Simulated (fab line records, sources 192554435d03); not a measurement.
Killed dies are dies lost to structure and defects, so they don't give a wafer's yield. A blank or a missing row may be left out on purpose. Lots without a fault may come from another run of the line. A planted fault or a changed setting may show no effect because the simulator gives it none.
fab line records | flow n5_finfet
record lots=7 wafers=21
route steps=1938 shown BEOL_M4@1050 BEOL_M5@1119 BEOL_M7@1280 BEOL_M8@1335 BEOL_M9@1401
start_h: hours from the record's first day to the start of the lot's first wafer shown | wait_h: hours since the lot's step before | " the same as in the row above | L1.1+2: a row that stands for several wafers | - no value, or no start given | * or withheld: withheld | < > ~ a bound
route shown NAME@n: a module of which the file shows steps, and the number in the route of the first | usual: mean/standard deviation of fault-free wafers | same: alike in all rows | chamber/n: place in a boat | sites: the reading at each site | _std_site: their standard deviation | _edge_site: outer sites' mean less inner sites' | radius_mm: how far each site lies from the wafer's centre | mask NAME#n: copy n | behind: the tool/chamber that last shaped the wafer | hold: why the lot was held/for how many hours/how that ended | device: the transistor (n, p or np) that didn't switch | end of line: the same wafers' tests at the end of the route | a step without rows: its recipe alone | killed: dies lost to structure and defects at the first sort, not the wafer's yield | map: a wafer's dies, x killed, . not, _ none there
set.NAME: the setting as run; set.NAME@STEP: as run at that earlier step | model.NAME: the simulator's own value behind a step, which no gauge read
lots whose settings were changed on purpose; a table a step, a row a wafer
## steps
# step N5_BEOL_M4_COAT_22
# recipe resist=CAR-EUV spin_rpm=1500 resist_thk_nm=30
# columns lot.wafer tool chamber start_h wait_h set.spin_rpm model.CAR-EUV_of_BEOL_M4_COAT_22.thk_nm
L076.1+2 litho_track-03 0 - - 1660 28.6
L076.4 " 0 " " 1500 30.2
L079.2 litho_track-01 0 - - 1500 30
L079.5+6 " 0 " " 1421 30.8
L080.1+6 litho_track-05 0 - - 1424 30.8
L080.4 " 0 " " 1500 30
L092.4+5 litho_track-03 0 - - 1500 30
L092.6 " 0 " " 1346 31.6
L093.2+3 litho_track-01 0 - - 1500 30.2
L093.4 " 0 " " 1500 30
L094.4+5+6 litho_track-01 0 - - 1500 30
L096.1+2 litho_track-01 0 - - 1662 28.6
L096.4 " 0 " " 1500 30
# step N5_BEOL_M4_EBR_24
# recipe solvent=PGMEA ebr_width_mm=1.5
# step N5_BEOL_M4_SOFTBAKE_23
# recipe temp_c=110 time_s=60 resist=CAR-EUV
# step N5_BEOL_M4_EXPOSE_25
# recipe mask_id=V3 na=0.33 source_shape=quasar sigma_inner=0.2 sigma_outer=0.8 polarization=unpolarized defocus_nm=5 dose_mj=63
# step N5_BEOL_M4_PEB_26
# recipe peb_temp_c=100 peb_time_s=60 resist=CAR-EUV
# step N5_BEOL_M4_DEVELOP_27
# recipe develop_time_s=30 developer=TMAH resist=CAR-EUV rinse_liquid=surfactant_rinse dry=air_spin dev_temp_c=23
# columns lot.wafer tool chamber start_h wait_h set.spin_rpm@BEOL_M4_COAT_22 model.CAR-EUV_of_BEOL_M4_COAT_22.thk_nm
L076.1+2 litho_track-05 0 - - 1660 28.2
L076.4 " 0 " " 1500 29.6
L079.2 litho_track-05 0 - - 1500 29.6
L079.5+6 " 0 " " 1421 30.4
L080.1+6 litho_track-03 0 - - 1424 30.2
L080.4 " 0 " " 1500 29.6
L092.4+5 litho_track-03 0 - - 1500 29.6
L092.6 " 0 " " 1346 31.2
L093.2+3+4 litho_track-03 0 - - 1500 29.6
L094.4+5+6 litho_track-05 0 - - 1500 29.6
L096.1 litho_track-01 0 - - 1662 28.2
L096.2 " 0 " " 1662 28
L096.4 " 0 " " 1500 29.6
# step N5_BEOL_M4_DESCUM_33
# recipe chemistry=O2 time_s=7 source_power_w=50 bias_power_w=20 pressure_mtorr=20 rf_frequency_hz=2.712e+07 temp_c=40 resist=CAR-EUV o2_flow_sccm=225
# columns lot.wafer tool chamber start_h wait_h set.time_s set.spin_rpm@BEOL_M4_COAT_22 model.CAR-EUV_of_BEOL_M4_COAT_22.thk_nm
L076.1 rie_diel-02 1 178.91 0.0 5.459 1660 25.4
L076.2 " 0 " " 7 1660 24.6
L076.4 " 2 " " 7 1500 26.2
L079.2 rie_diel-01 2 188.33 0.0 7 1500 26.2
L079.5+6 " 2,3 " " 7 1421 27
L080.1+6 rie_diel-01 1,0 196.52 0.1 7 1424 26.8
L080.4 " 3 " " 7 1500 26
L092.4+5 rie_diel-02 2 262.31 0.0 7 1500 26.2
L092.6 " 3 " " 7 1346 27.8
L093.2+3 rie_diel-02 0,3 283.62 0.0 5.858 1500 26.8
L093.4 " 1 " " 7 1500 26.2
L094.4+5 rie_diel-02 1,2 297.44 0.0 7 1500 26.2
L094.6 " 3 " " 7 1500 26
L096.1+2 rie_diel-02 3,0 300.01 0.0 7 1662 24.6
L096.4 " 1 " " 7 1500 26
# step N5_BEOL_M4_ETCH_77
# recipe chemistry=N2/H2 target=underlayer target_depth_a=65 mask_material=CAR-EUV time_s=5.2 ion_energy_ev=200 pressure_mtorr=30 source_w=840 bias_w=150 n2_flow_sccm=200 h2_flow_sccm=200 ends=cleared
# columns lot.wafer tool chamber start_h wait_h set.spin_rpm@BEOL_M4_COAT_22 set.time_s@BEOL_M4_DESCUM_33 model.CAR-EUV_of_BEOL_M4_COAT_22.thk_nm
L076.1 rie_diel-02 1 178.94 0.0 1660 5.459 19.8
L076.2 " 0 " " 1660 7 19
L076.4 " 2 " " 1500 7 20.6
L079.2 rie_diel-01 2 188.38 0.0 1500 7 20.4
L079.5+6 " 2,3 " " 1421 7 21.2
L080.1 rie_diel-01 1 196.56 0.0 1424 7 21.2
L080.4 " 3 " " 1500 7 20.4
L080.6 " 0 " " 1424 7 21
L092.4+5 rie_diel-02 2 262.34 0.0 1500 7 20.4
L092.6 " 3 " " 1346 7 22
L093.2+3 rie_diel-02 0,3 283.65 0.0 1500 5.858 21
L093.4 " 1 " " 1500 7 20.4
L094.4+5 rie_diel-02 1,2 297.48 0.0 1500 7 20.4
L094.6 " 3 " " 1500 7 20.2
L096.1 rie_diel-02 3 300.05 0.0 1662 7 18.8
L096.2 " 0 " " 1662 7 19
L096.4 " 1 " " 1500 7 20.4
# step N5_BEOL_M4_ETCH_69
# recipe chemistry=CF4 target=SiARC target_depth_a=156 mask_material=CAR-EUV time_s=26 ion_energy_ev=80 pressure_mtorr=40 source_w=545 bias_w=36 Ar_flow_sccm=100 cf4_flow_sccm=100 ends=cleared
# step N5_BEOL_M4_ALD_98
# recipe material=SiO2 target_thk_a=25 temp_c=100 ald_precursor_family=BDEAS ald_co_reactant=O2-plasma pulse_time_s=1 co_reactant_pulse_time_s=1 purge_time_s=2 co_reactant_purge_time_s=2 ald_cycles=17 pressure_torr=2
# step N5_BEOL_M4_ETCHBACK_99
# recipe chemistry=CHF3 target=SiO2 target_depth_a=50 time_s=10.4 source_w=215 bias_w=47 Ar_flow_sccm=200 CHF3_flow_sccm=12 ion_energy_ev=100 pressure_mtorr=30
# columns lot.wafer tool chamber start_h wait_h set.spin_rpm@BEOL_M4_COAT_22 set.time_s@BEOL_M4_DESCUM_33 model.CAR-EUV_of_BEOL_M4_COAT_22.thk_nm
L076.1 rie_diel-01 0 185.65 6.4 1660 5.459 9.8
L076.2 " 2 " " 1660 7 9
L076.4 " 0 " " 1500 7 10.6
L079.2 rie_diel-02 1 194.51 5.9 1500 7 10.6
L079.5 " 2 " " 1421 7 11.4
L079.6 " 1 " " 1421 7 11.2
L080.1+6 rie_diel-01 2 198.49 1.8 1424 7 11.2
L080.4 " 3 " " 1500 7 10.4
L092.4+5 rie_diel-01 3,0 266.81 4.3 1500 7 10.6
L092.6 " 1 " " 1346 7 12
L093.2+3 rie_diel-01 1,0 284.50 0.5 1500 5.858 11.2
L093.4 " 2 " " 1500 7 10.6
L094.4+6 rie_diel-02 0,2 300.20 2.6 1500 7 10.4
L094.5 " 1 " " 1500 7 10.6
L096.1+2 rie_diel-01 1,3 301.48 1.0 1662 7 9
L096.4 " 0 " " 1500 7 10.4
# step N5_BEOL_M5_COAT_71
# recipe resist=underlayer temp_c=205 time_s=60 spin_rpm=1500 resist_thk_nm=5
# columns lot.wafer tool chamber start_h wait_h set.spin_rpm
L076.1+4 litho_track-02 0 - - 1500
L076.2 " 0 " " 1659
L079.2+5+6 litho_track-01 0 - - 1500
L080.1+4+6 litho_track-01 0 - - 1500
L092.4+5 litho_track-01 0 - - 1380
L092.6 " 0 " " 1500
L093.2+4 litho_track-02 0 - - 1562
L093.3 " 0 " " 1500
L094.4+5+6 litho_track-01 0 - - 1500
L096.1+2+4 litho_track-04 0 - - 1500
# step N5_BEOL_M5_COAT_05
# recipe resist=CAR-EUV spin_rpm=1500 resist_thk_nm=30
# columns lot.wafer tool chamber start_h wait_h set.spin_rpm model.CAR-EUV_of_BEOL_M5_COAT_05.thk_nm
L076.1+2+4 litho_track-02 0 - - 1560 29.4
L079.2+5 litho_track-01 0 - - 1337 31.8
L079.6 " 0 " " 1500 30
L080.1+4 litho_track-01 0 - - 1500 30
L080.6 " 0 " " 1380 31.2
L092.4 litho_track-01 0 - - 1414 30.8
L092.5 " 0 " " 1500 30
L092.6 " 0 " " 1414 31
L093.2+3 litho_track-02 0 - - 1621 28.8
L093.4 " 0 " " 1500 30
L094.4+5 litho_track-01 0 - - 1500 30.2
L094.6 " 0 " " 1500 30
L096.1 litho_track-04 0 - - 1500 30.2
L096.2+4 " 0 " " 1389 31.4
# step N5_BEOL_M5_EBR_07
# recipe solvent=PGMEA ebr_width_mm=1.5
# step N5_BEOL_M5_SOFTBAKE_06
# recipe temp_c=110 time_s=60 resist=CAR-EUV
# step N5_BEOL_M5_DESCUM_16
# recipe chemistry=O2 time_s=7 source_power_w=50 bias_power_w=20 pressure_mtorr=20 rf_frequency_hz=2.712e+07 temp_c=40 resist=CAR-EUV o2_flow_sccm=225
# step N5_BEOL_M5_ETCH_72
# recipe chemistry=N2/H2 target=underlayer target_depth_a=65 mask_material=CAR-EUV time_s=5.2 ion_energy_ev=200 pressure_mtorr=30 source_w=840 bias_w=150 n2_flow_sccm=200 h2_flow_sccm=200 ends=cleared
# columns lot.wafer tool chamber start_h wait_h set.spin_rpm@BEOL_M5_COAT_71 model.etch.depth_nm
L076.1 rie_diel-03 0 193.90 0.0 1500 5.003
L076.2 " 3 " " 1659 4.758
L076.4 " 2 " " 1500 5.01
L079.2 rie_diel-04 0 204.76 0.0 1500 5.002
L079.5 " 2 " " 1500 5.013
L079.6 " 3 " " 1500 5.021
L080.1 rie_diel-04 2 208.21 0.0 1500 5.004
L080.4 " 3 " " 1500 5.013
L080.6 " 3 " " 1500 5.016
L092.4 rie_diel-03 3 274.33 0.0 1380 5.215
L092.5 " 3 " " 1380 5.199
L092.6 " 2 " " 1500 5.006
L093.2 rie_diel-05 2 293.05 0.0 1562 4.901
L093.3 " 1 " " 1500 5.007
L093.4 " 2 " " 1562 4.886
L094.4 rie_diel-03 0 307.48 0.0 1500 5.011
L094.5 " 2 " " 1500 5.005
L094.6 " 1 " " 1500 5.024
L096.1 rie_diel-04 0 310.95 0.0 1500 4.982
L096.2 " 1 " " 1500 4.988
L096.4 " 1 " " 1500 4.984
# step N5_BEOL_M7_ETCH_61
# recipe chemistry=CF4 target=SiARC target_depth_a=455 mask_material=CAR-ArF time_s=75.8 ion_energy_ev=80 pressure_mtorr=40 source_w=545 bias_w=36 Ar_flow_sccm=100 cf4_flow_sccm=100 ends=cleared
# usual etch_rf_on_time_s=75.4/1.8 rf_vpp_V=183.9/1.2
# columns lot.wafer tool chamber start_h wait_h set.source_w etch_rf_on_time_s rf_vpp_V
L076.1 rie_diel-04 2 212.98 0.0 624.3 65.6 174.8
L076.2 " 0 " " 545 72.8 184.0
L076.4 " 3 " " 545 76.6 184.6
L079.2 rie_diel-04 2 227.58 0.0 468.1 85.5 192.7
L079.5 " 2 " " 468.1 86.1 192.2
L079.6 " 1 " " 545 75.5 183.4
L080.1 rie_diel-05 1 227.62 0.0 545 76.8 182.4
L080.4 " 3 " " 630.3 65.2 175.3
L080.6 " 3 " " 630.3 66.2 176.5
L092.4 rie_diel-03 1 296.19 0.0 457.3 85.6 195.4
L092.5 " 3 " " 457.3 87.4 196.6
L092.6 " 0 " " 545 78.2 183.3
L093.2 rie_diel-04 0 314.74 0.0 545 72.8 183.9
L093.3 " 3 " " 545 75.3 185.8
L093.4 " 3 " " 545 75.8 184.8
L094.4 rie_diel-03 2 330.51 0.0 545 78.8 185.4
L094.5 " 0 " " 545 77.7 183.9
L094.6 " 1 " " 545 74.4 183.8
L096.1 rie_diel-04 0 333.48 0.0 619.7 64.8 175.3
L096.2 " 1 " " 545 73.9 185.0
L096.4 " 2 " " 545 74.2 183.8
# step N5_BEOL_M7_COAT_71
# recipe resist=underlayer temp_c=205 time_s=60 spin_rpm=1500 resist_thk_nm=5
# columns lot.wafer tool chamber start_h wait_h set.spin_rpm model.underlayer_of_BEOL_M7_COAT_71.thk_nm
L076.1+2 litho_track-01 0 - - 1500 5
L076.4 " 0 " " 1409 5.2
L079.2+5+6 litho_track-01 0 - - 1333 5.4
L080.1 litho_track-04 0 - - 1578 4.8
L080.4+6 " 0 " " 1500 5
L092.4+5 litho_track-04 0 - - 1362 5.2
L092.6 " 0 " " 1500 5
L093.2+3 litho_track-05 0 - - 1454 5
L093.4 " 0 " " 1500 5
L094.4+5+6 litho_track-01 0 - - 1500 5
L096.1+2+4 litho_track-05 0 - - 1500 5
# step N5_BEOL_M7_COAT_22
# recipe resist=CAR-EUV spin_rpm=1500 resist_thk_nm=30
# step N5_BEOL_M7_EBR_24
# recipe solvent=PGMEA ebr_width_mm=1.5
# step N5_BEOL_M7_DESCUM_33
# recipe chemistry=O2 time_s=7 source_power_w=50 bias_power_w=20 pressure_mtorr=20 rf_frequency_hz=2.712e+07 temp_c=40 resist=CAR-EUV o2_flow_sccm=225
# step N5_BEOL_M7_ETCH_72
# recipe chemistry=N2/H2 target=underlayer target_depth_a=65 mask_material=CAR-EUV time_s=5.2 ion_energy_ev=200 pressure_mtorr=30 source_w=840 bias_w=150 n2_flow_sccm=200 h2_flow_sccm=200 ends=cleared
# columns lot.wafer tool chamber start_h wait_h set.spin_rpm@BEOL_M7_COAT_71 model.etch.depth_nm
L076.1 rie_diel-05 3 215.83 0.0 1500 4.992
L076.2 " 1 " " 1500 4.994
L076.4 " 2 " " 1409 5.154
L079.2 rie_diel-05 2 230.01 0.0 1333 5.325
L079.5 " 1 " " 1333 5.316
L079.6 " 0 " " 1333 5.321
L080.1 rie_diel-04 2 230.07 0.0 1578 4.877
L080.4 " 0 " " 1500 4.975
L080.6 " 2 " " 1500 5
L092.4 rie_diel-03 3 298.40 0.0 1362 5.232
L092.5 " 1 " " 1362 5.23
L092.6 " 0 " " 1500 4.996
L093.2 rie_diel-05 1 315.78 0.0 1454 5.084
L093.3 " 2 " " 1454 5.085
L093.4 " 3 " " 1500 5.003
L094.4+6 rie_diel-05 2,3 332.29 0.0 1500 5.014
L094.5 " 2 " " 1500 5.005
L096.1 rie_diel-03 1 336.24 0.0 1500 5.01
L096.2 " 3 " " 1500 5.016
L096.4 " 0 " " 1500 4.996
# step N5_BEOL_M8_PECVD_70
# recipe material=SiO2 target_thk_a=200 temp_c=400 precursor=TEOS/O2 pressure_torr=5.5 rf_w=450 teos_flow_sccm=53.8 gas=O2 flow_sccm=3000 time_s=22.7
# columns lot.wafer tool chamber start_h wait_h set.temp_c model.SiO2_of_BEOL_M8_PECVD_70.thk_nm
L076.1+4 pecvd-01 2,0 220.63 0.0 400 20
L076.2 " 0 " " 384.7 21.8
L079.2 pecvd-03 1 234.32 0.0 400 19.8
L079.5 " 1 " " 405.5 19.4
L079.6 " 0 " " 405.5 19.2
L080.1 pecvd-03 1 234.76 0.0 400 20
L080.4 " 1 " " 390.3 21.4
L080.6 " 2 " " 400 20.4
L092.4 pecvd-04 0 302.44 0.1 400 20.6
L092.5 " 2 " " 390.5 21.2
L092.6 " 1 " " 400 20.2
L093.2 pecvd-03 1 321.22 0.0 400 20
L093.3 " 0 " " 393.2 21.2
L093.4 " 2 " " 393.2 21
L094.4 pecvd-01 0 337.27 0.1 400 20.4
L094.5+6 " 2,1 " " 400 20.6
L096.1 pecvd-04 2 341.54 0.0 410.4 18.2
L096.2 " 1 " " 400 19.8
L096.4 " 2 " " 400 20.4
# step N5_BEOL_M8_HM_DEP_02
# recipe material=TiN target_thk_a=200 temp_c=25 chamber_pressure_pa=0.49996
# step N5_BEOL_M8_COAT_59
# recipe resist=SOC temp_c=250 time_s=60 spin_rpm=1500 resist_thk_nm=100
# step N5_BEOL_M8_STRIP_80
# recipe chemistry=N2/H2 time_s=10 power_w=450 temp_c=40 pressure_mtorr=20 rf_frequency_hz=6e+07 bias_power_w=7 n2_flow_sccm=200 h2_flow_sccm=200
# step N5_BEOL_M8_HM_STRIP_39
# recipe chemistry=peroxide_tin_strip material=TiN target_depth_a=250 temp_c=50 time_s=158
# columns lot.wafer tool chamber start_h wait_h set.temp_c@BEOL_M8_PECVD_70 model.SiO2_of_BEOL_M8_PECVD_70.thk_nm
L076.1 wet_bench-03 4 225.53 0.0 400 20
L076.2 " 7 " " 384.7 21.6
L076.4 " 0 " " 400 19.8
L079.2 wet_bench-03 1 242.00 0.0 400 19.6
L079.5 " 7 " " 405.5 19.2
L079.6 " 3 " " 405.5 19
L080.1 wet_bench-01 5 242.42 0.0 400 19.8
L080.4 " 6 " " 390.3 21.2
L080.6 " 3 " " 400 20.2
L092.4 wet_bench-03 4 306.39 0.0 400 20.4
L092.5 " 5 " " 390.5 21
L092.6 " 0 " " 400 20
L093.2 wet_bench-01 6 324.79 0.0 400 19.8
L093.3 " 3 " " 393.2 21
L093.4 " 0 " " 393.2 20.8
L094.4 wet_bench-04 0 340.49 0.0 400 20.2
L094.5+6 " 7,4 " " 400 20.4
L096.1 wet_bench-04 2 346.98 0.0 410.4 18.2
L096.2 " 3 " " 400 19.6
L096.4 " 1 " " 400 20.2
# step N5_BEOL_M9_ILD_DEP_00
# recipe material=SiCOH_lowk target_thk_a=3085.1 temp_c=300 precursor=DEMS/porogen pressure_torr=5 rf_w=500 time_s=58
# columns lot.wafer tool chamber start_h wait_h set.time_s model.SiCOH_lowk_of_BEOL_M9_ILD_DEP_00.thk_nm
L076.1 pecvd-02 0 228.32 0.0 58 309.2
L076.2 " 1 " " 52.66 274.4
L076.4 " 0 " " 58 311.8
L079.2 pecvd-04 1 244.51 0.0 58 304
L079.5 " 0 " " 60.21 320.6
L079.6 " 1 " " 60.21 321
L080.1 pecvd-01 0 245.50 0.0 58 310.2
L080.4 " 1 " " 58 308.4
L080.6 " 2 " " 58 306
L092.4 pecvd-01 2 309.20 0.1 58 310.4
L092.5 " 1 " " 58 314.2
L092.6 " 0 " " 58 315
L093.2 pecvd-04 0 328.42 0.0 58 301.4
L093.3 " 2 " " 58 300.4
L093.4 " 0 " " 58 303.6
L094.4 pecvd-01 1 343.42 0.1 58 314.4
L094.5 " 0 " " 58 312.2
L094.6 " 2 " " 58 306.6
L096.1 pecvd-01 0 349.68 0.0 58 303.8
L096.2 " 2 " " 58 304.8
L096.4 " 1 " " 58 312.4
# step N5_BEOL_M9_CURE_71
# recipe temp_c=385 time_s=240 ambient=He/Ar material=SiCOH_lowk
# columns lot.wafer tool chamber start_h wait_h set.time_s@BEOL_M9_ILD_DEP_00 model.SiCOH_lowk_of_BEOL_M9_ILD_DEP_00.thk_nm
L076.1 uv_cure-03 2 228.54 0.2 58 268.6
L076.2 " 2 " " 52.66 237.8
L076.4 " 2 " " 58 270.8
L079.2 uv_cure-03 0 244.90 0.4 58 264
L079.5 " 0 " " 60.21 278.6
L079.6 " 0 " " 60.21 279
L080.1 uv_cure-01 2 245.58 0.0 58 269.6
L080.4 " 2 " " 58 267.8
L080.6 " 2 " " 58 265.8
L092.4 uv_cure-03 1 309.66 0.4 58 269.6
L092.5 " 1 " " 58 273
L092.6 " 1 " " 58 273.8
L093.2 uv_cure-01 2 328.58 0.1 58 261.8
L093.3 " 2 " " 58 261
L093.4 " 2 " " 58 263.6
L094.4 uv_cure-03 1 343.71 0.3 58 273.2
L094.5 " 1 " " 58 271.2
L094.6 " 1 " " 58 266.2
L096.1 uv_cure-02 2 349.76 0.0 58 263.8
L096.2 " 2 " " 58 264.8
L096.4 " 2 " " 58 271.6
# step N5_BEOL_M9_THK_MEAS_01
# recipe reads=SiCOH_lowk_of_BEOL_M9_ILD_DEP_00
# usual M9_ILD_THK=267/4
# columns lot.wafer tool chamber start_h wait_h set.time_s@BEOL_M9_ILD_DEP_00 M9_ILD_THK[nm]
L076.1 film_metro-01 - 229.05 0.4 58 269
L076.2 " - " " 52.66 238
L076.4 " - " " 58 271
L079.2 film_metro-01 - 245.33 0.4 58 264
L079.5 " - " " 60.21 278
L079.6 " - " " 60.21 279
L080.1 film_metro-02 - 246.09 0.4 58 270
L080.4 " - " " 58 268
L080.6 " - " " 58 266
L092.4 film_metro-02 - 309.94 0.2 58 270
L092.5 " - " " 58 273
L092.6 " - " " 58 274
L093.2 film_metro-02 - 329.02 0.4 58 262
L093.3 " - " " 58 261
L093.4 " - " " 58 264
L094.4 film_metro-02 - 343.99 0.2 58 273
L094.5 " - " " 58 271
L094.6 " - " " 58 266
L096.1 film_metro-01 - 350.27 0.4 58 264
L096.2 " - " " 58 265
L096.4 " - " " 58 271
## key
split step=N5_BEOL_M4_COAT_22 setting=spin_rpm stated=1500 by=wafer
response step=N5_BEOL_M4_COAT_22 reading=model.CAR-EUV_of_BEOL_M4_COAT_22.thk_nm change=-0.146 per=1% r=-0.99
response step=N5_BEOL_M4_DEVELOP_27 reading=model.CAR-EUV_of_BEOL_M4_COAT_22.thk_nm change=-0.141 per=1% r=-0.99
response step=N5_BEOL_M4_ETCHBACK_99 reading=model.CAR-EUV_of_BEOL_M4_COAT_22.thk_nm change=-0.129 per=1% r=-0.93
response step=N5_BEOL_M4_DESCUM_33 reading=model.CAR-EUV_of_BEOL_M4_COAT_22.thk_nm slope=-0.146 per=1% together_with=time_s@BEOL_M4_DESCUM_33 explained=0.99
response step=N5_BEOL_M4_ETCH_77 reading=model.CAR-EUV_of_BEOL_M4_COAT_22.thk_nm slope=-0.148 per=1% together_with=time_s@BEOL_M4_DESCUM_33 explained=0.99
split step=N5_BEOL_M4_DESCUM_33 setting=time_s stated=7 by=wafer
response step=N5_BEOL_M4_DESCUM_33 reading=model.CAR-EUV_of_BEOL_M4_COAT_22.thk_nm slope=-0.0359 per=1% together_with=spin_rpm@BEOL_M4_COAT_22 explained=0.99
response step=N5_BEOL_M4_ETCH_77 reading=model.CAR-EUV_of_BEOL_M4_COAT_22.thk_nm slope=-0.0361 per=1% together_with=spin_rpm@BEOL_M4_COAT_22 explained=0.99
response step=N5_BEOL_M4_ETCHBACK_99 reading=model.CAR-EUV_of_BEOL_M4_COAT_22.thk_nm slope=-0.0348 per=1% together_with=spin_rpm@BEOL_M4_COAT_22 explained=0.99
split step=N5_BEOL_M5_COAT_71 setting=spin_rpm stated=1500 by=wafer
response step=N5_BEOL_M5_ETCH_72 reading=model.etch.depth_nm change=-0.0243 per=1% r=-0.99
split step=N5_BEOL_M5_COAT_05 setting=spin_rpm stated=1500 by=wafer
response step=N5_BEOL_M5_COAT_05 reading=model.CAR-EUV_of_BEOL_M5_COAT_05.thk_nm change=-0.158 per=1% r=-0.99
split step=N5_BEOL_M7_ETCH_61 setting=source_w stated=545 by=wafer
response step=N5_BEOL_M7_ETCH_61 reading=etch_rf_on_time_s change=* per=1% r=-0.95
response step=N5_BEOL_M7_ETCH_61 reading=rf_vpp_V change=-0.632 per=1% r=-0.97
split step=N5_BEOL_M7_COAT_71 setting=spin_rpm stated=1500 by=wafer
response step=N5_BEOL_M7_COAT_71 reading=model.underlayer_of_BEOL_M7_COAT_71.thk_nm change=-0.0259 per=1% r=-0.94
response step=N5_BEOL_M7_ETCH_72 reading=model.etch.depth_nm change=-0.0251 per=1% r=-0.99
split step=N5_BEOL_M8_PECVD_70 setting=temp_c stated=400 by=wafer
response step=N5_BEOL_M8_PECVD_70 reading=model.SiO2_of_BEOL_M8_PECVD_70.thk_nm change=-0.509 per=1% r=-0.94
response step=N5_BEOL_M8_HM_STRIP_39 reading=model.SiO2_of_BEOL_M8_PECVD_70.thk_nm change=-0.485 per=1% r=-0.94
split step=N5_BEOL_M9_ILD_DEP_00 setting=time_s stated=58 by=wafer
response step=N5_BEOL_M9_ILD_DEP_00 reading=model.SiCOH_lowk_of_BEOL_M9_ILD_DEP_00.thk_nm change=+3.99 per=1% r=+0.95
response step=N5_BEOL_M9_CURE_71 reading=model.SiCOH_lowk_of_BEOL_M9_ILD_DEP_00.thk_nm change=+3.53 per=1% r=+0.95
response step=N5_BEOL_M9_THK_MEAS_01 reading=M9_ILD_THK change=+3.52 per=1% r=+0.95
